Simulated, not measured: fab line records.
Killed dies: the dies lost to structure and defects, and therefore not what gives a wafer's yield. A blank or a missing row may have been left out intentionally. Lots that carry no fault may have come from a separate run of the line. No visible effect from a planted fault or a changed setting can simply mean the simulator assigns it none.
The tool behind it: which one? || flow n5_finfet || 13 lots with 38 wafers sampled at 4 steps, on a route of 1938 steps

## WHAT THE GAUGES READ, wafer by wafer
N5_SD_EPI_P_INSPECT_26: inspects for defects (darkfield).
{"lot": "L742", "measured": "day 3 10:45", "on": "defect_inspect-01", "raw_defect_count": "163 119 186"}
{"lot": "L743", "measured": "day 3 15:19", "on": "defect_inspect-01", "raw_defect_count": "164 139 151"}
{"lot": "L744", "measured": "day 4 01:26", "on": "defect_inspect-02", "raw_defect_count": "122 121 112"}
{"lot": "L745", "measured": "day 4 02:20", "on": "defect_inspect-02", "raw_defect_count": "186 247 190"}
{"lot": "L746", "measured": "day 4 10:17", "on": "defect_inspect-01", "raw_defect_count": "95 190 126"}
{"lot": "L747", "measured": "day 4 14:43", "on": "defect_inspect-01", "raw_defect_count": "210 133"}
{"lot": "L748", "measured": "day 4 19:53", "on": "defect_inspect-02", "raw_defect_count": "134 154 190"}
{"lot": "L749", "measured": "day 5 04:31", "on": "defect_inspect-02", "raw_defect_count": "148 155 176"}
{"lot": "L752", "measured": "day 6 00:21", "on": "defect_inspect-01", "raw_defect_count": "157 141 158"}
{"lot": "L754", "measured": "day 6 13:59", "on": "defect_inspect-01", "raw_defect_count": "134 120 144"}
{"lot": "L755", "measured": "day 6 17:27", "on": "defect_inspect-01", "raw_defect_count": "185 162 157"}
{"lot": "L756", "measured": "day 6 20:32", "on": "defect_inspect-02", "raw_defect_count": "209 227 195"}
{"lot": "L765", "measured": "day 9 02:49", "on": "defect_inspect-01", "raw_defect_count": "191 172 260"}

N5_ILD0_INSPECT_06: inspects for defects (darkfield).
{"lot": "L742", "measured": "day 3 18:08", "on": "defect_inspect-02", "raw_defect_count": "19 33 25"}
{"lot": "L743", "measured": "day 3 22:20", "on": "defect_inspect-01", "raw_defect_count": "50 50 12"}
{"lot": "L744", "measured": "day 4 08:33", "on": "defect_inspect-02", "raw_defect_count": "26 29 24"}
{"lot": "L745", "measured": "day 4 09:26", "on": "defect_inspect-02", "raw_defect_count": "31 34 55"}
{"lot": "L746", "measured": "day 4 17:33", "on": "defect_inspect-01", "raw_defect_count": "24 55 53"}
{"lot": "L747", "measured": "day 4 21:53", "on": "defect_inspect-02", "raw_defect_count": "44 55"}
{"lot": "L748", "measured": "day 5 03:04", "on": "defect_inspect-02", "raw_defect_count": "20 66 33"}
{"lot": "L749", "measured": "day 5 11:34", "on": "defect_inspect-02", "raw_defect_count": "27 29 37"}
{"lot": "L752", "measured": "day 6 07:58", "on": "defect_inspect-02", "raw_defect_count": "49 30 33"}
{"lot": "L754", "measured": "day 6 21:00", "on": "defect_inspect-01", "raw_defect_count": "47 61 38"}
{"lot": "L755", "measured": "day 7 00:29", "on": "defect_inspect-02", "raw_defect_count": "31 24 36"}
{"lot": "L756", "measured": "day 7 03:43", "on": "defect_inspect-02", "raw_defect_count": "25 23 26"}
{"lot": "L765", "measured": "day 9 10:24", "on": "defect_inspect-02", "raw_defect_count": "18 19 21"}

## WHAT TOOL EACH LOT RAN ON (gives the tool, then ch and the chambers of the sampled wafers, and finally the start)
{"lot": "L742", "N5_SD_ACTIVATION_LSA_01": "laser_anneal-01 ch 0, day 3 11:02", "N5_ILD0_CMP_03": "cmp-01 ch 0,2,3, day 3 14:21"}
{"lot": "L743", "N5_SD_ACTIVATION_LSA_01": "laser_anneal-02 ch 0, day 3 15:34", "N5_ILD0_CMP_03": "cmp-04 ch 1,2,3, day 3 18:33"}
{"lot": "L744", "N5_SD_ACTIVATION_LSA_01": "laser_anneal-01 ch 0, day 4 01:41", "N5_ILD0_CMP_03": "cmp-04 ch 1,2,3, day 4 04:40"}
{"lot": "L745", "N5_SD_ACTIVATION_LSA_01": "laser_anneal-02 ch 0, day 4 02:38", "N5_ILD0_CMP_03": "cmp-01 ch 1,3, day 4 05:37"}
{"lot": "L746", "N5_SD_ACTIVATION_LSA_01": "laser_anneal-01 ch 0, day 4 10:31", "N5_ILD0_CMP_03": "cmp-03 ch 1,3, day 4 13:41"}
{"lot": "L747", "N5_SD_ACTIVATION_LSA_01": "laser_anneal-02 ch 0, day 4 15:02", "N5_ILD0_CMP_03": "cmp-04 ch 1, day 4 18:03"}
{"lot": "L748", "N5_SD_ACTIVATION_LSA_01": "laser_anneal-01 ch 0, day 4 20:10", "N5_ILD0_CMP_03": "cmp-04 ch 0,1, day 4 23:13"}
{"lot": "L749", "N5_SD_ACTIVATION_LSA_01": "laser_anneal-02 ch 0, day 5 04:49", "N5_ILD0_CMP_03": "cmp-03 ch 0,1,3, day 5 07:43"}
{"lot": "L752", "N5_SD_ACTIVATION_LSA_01": "laser_anneal-01 ch 0, day 6 00:37", "N5_ILD0_CMP_03": "cmp-04 ch 0,2,3, day 6 04:02"}
{"lot": "L754", "N5_SD_ACTIVATION_LSA_01": "laser_anneal-01 ch 0, day 6 14:13", "N5_ILD0_CMP_03": "cmp-03 ch 1,3, day 6 17:08"}
{"lot": "L755", "N5_SD_ACTIVATION_LSA_01": "laser_anneal-02 ch 0, day 6 17:41", "N5_ILD0_CMP_03": "cmp-04 ch 1,2,3, day 6 20:40"}
{"lot": "L756", "N5_SD_ACTIVATION_LSA_01": "laser_anneal-01 ch 0, day 6 20:56", "N5_ILD0_CMP_03": "cmp-01 ch 1,2,3, day 6 23:53"}
{"lot": "L765", "N5_SD_ACTIVATION_LSA_01": "laser_anneal-02 ch 0, day 9 03:11", "N5_ILD0_CMP_03": "cmp-03 ch 1,3, day 9 06:31"}
- N5_SD_ACTIVATION_LSA_01: time 0.0008 s.
- N5_ILD0_CMP_03: polishes, stops on SiNx, t overpolish 1.9 s, target thk 197.38 nm.

## WHAT THE TOOLS THEMSELVES READ (means of the sampled wafers that have a number; where no wafer has one, the mark that the record gives instead)
N5_SD_ACTIVATION_LSA_01.
{"lot": "L742", "tool": "laser_anneal-01", "wafer_temp_C_max": 1085.4}
{"lot": "L743", "tool": "laser_anneal-02", "wafer_temp_C_max": 1085.3}
{"lot": "L744", "tool": "laser_anneal-01", "wafer_temp_C_max": 1085.3}
{"lot": "L745", "tool": "laser_anneal-02", "wafer_temp_C_max": 1085.0}
{"lot": "L746", "tool": "laser_anneal-01", "wafer_temp_C_max": 1087.0}
{"lot": "L747", "tool": "laser_anneal-02", "wafer_temp_C_max": 1084.4}
{"lot": "L748", "tool": "laser_anneal-01", "wafer_temp_C_max": 1087.5}
{"lot": "L749", "tool": "laser_anneal-02", "wafer_temp_C_max": 1084.3}
{"lot": "L752", "tool": "laser_anneal-01", "wafer_temp_C_max": 1085.6}
{"lot": "L754", "tool": "laser_anneal-01", "wafer_temp_C_max": 1133.0}
{"lot": "L755", "tool": "laser_anneal-02", "wafer_temp_C_max": 1084.4}
{"lot": "L756", "tool": "laser_anneal-01", "wafer_temp_C_max": 1132.6}
{"lot": "L765", "tool": "laser_anneal-02", "wafer_temp_C_max": 1083.5}

N5_ILD0_CMP_03.
{"lot": "L742", "tool": "cmp-01", "motor_current_A (A)": 11.9, "overpolish_run_s (s)": 1.904, "time_to_endpoint_s (s)": 69}
{"lot": "L743", "tool": "cmp-04", "motor_current_A (A)": 12.7, "overpolish_run_s (s)": 1.901, "time_to_endpoint_s (s)": 74}
{"lot": "L744", "tool": "cmp-04", "motor_current_A (A)": 12.5, "overpolish_run_s (s)": 1.895, "time_to_endpoint_s (s)": 75}
{"lot": "L745", "tool": "cmp-01", "motor_current_A (A)": 13.3, "overpolish_run_s (s)": 1.903, "time_to_endpoint_s (s)": 70}
{"lot": "L746", "tool": "cmp-03", "motor_current_A (A)": 13.0, "overpolish_run_s (s)": 1.899, "time_to_endpoint_s (s)": 72}
{"lot": "L747", "tool": "cmp-04", "motor_current_A (A)": 13.2, "overpolish_run_s (s)": 1.899, "time_to_endpoint_s (s)": 83}
{"lot": "L748", "tool": "cmp-04", "motor_current_A (A)": 12.7, "overpolish_run_s (s)": 1.902, "time_to_endpoint_s (s)": 79}
{"lot": "L749", "tool": "cmp-03", "motor_current_A (A)": 13.4, "overpolish_run_s (s)": 1.909, "time_to_endpoint_s (s)": 72}
{"lot": "L752", "tool": "cmp-04", "motor_current_A (A)": 12.5, "overpolish_run_s (s)": 1.907, "time_to_endpoint_s (s)": 71}
{"lot": "L754", "tool": "cmp-03", "motor_current_A (A)": 12.6, "overpolish_run_s (s)": 1.900, "time_to_endpoint_s (s)": 72}
{"lot": "L755", "tool": "cmp-04", "motor_current_A (A)": 12.8, "overpolish_run_s (s)": 1.895, "time_to_endpoint_s (s)": 69}
{"lot": "L756", "tool": "cmp-01", "motor_current_A (A)": 12.6, "overpolish_run_s (s)": 1.893, "time_to_endpoint_s (s)": 73}
{"lot": "L765", "tool": "cmp-03", "motor_current_A (A)": 13.6, "overpolish_run_s (s)": 1.890, "time_to_endpoint_s (s)": 74}

## THE ANSWER, worked out from the rows above alone
Rule: what is usual is taken from the lots themselves. The widest of any qualifying gaps counts: lots, ordered by their means at a reading, are off when they make up no more than a third of the lots, leave a main group of 4 or more, and stand apart from it by 3 or more times the standard deviation of that group's means. Not used: any main group whose means are identical at the precision the tables above print for the reading. Also off: a lot with no number at a reading for which 4 or more lots have one. Where the step has rows for the other lots, those lots are counted as sound. First the gauges in route order, then the tools' own readings, where a lot's mean is used as printed above. The first step at which some lot is off is used, and at that step the reading that is off furthest; a lot without a number counts as furthest.
Off: L754, L756, at N5_SD_ACTIVATION_LSA_01 (wafer_temp_C_max). The main group has a mean of 1085.2 with a standard deviation of 1.1.
A tool fits if, at that step or a process step before it, it ran every lot that is off, and no sound lot after the first of them. One candidate fits, namely laser_anneal-01 at N5_SD_ACTIVATION_LSA_01. Its last sound lot is L752 (day 6 00:37), its first lot that is off L754 (day 6 14:13): a fault that began between those two fits.
The tool's own readings at N5_SD_ACTIVATION_LSA_01 bear it out: on the lots that are off they differ by more than 5 times the standard deviation of the sound lots' means. wafer_temp_C_max reads 1132.8 there against 1085.2 on the sound lots.

## WHAT HAD BEEN PUT IN BY THE SIMULATOR
Process parameter drift: laser_anneal-01, from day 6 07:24 on, at N5_SD_ACTIVATION_LSA_01. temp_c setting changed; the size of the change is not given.
Shown lots that were struck: L754, L756. The same result came from the rule above.
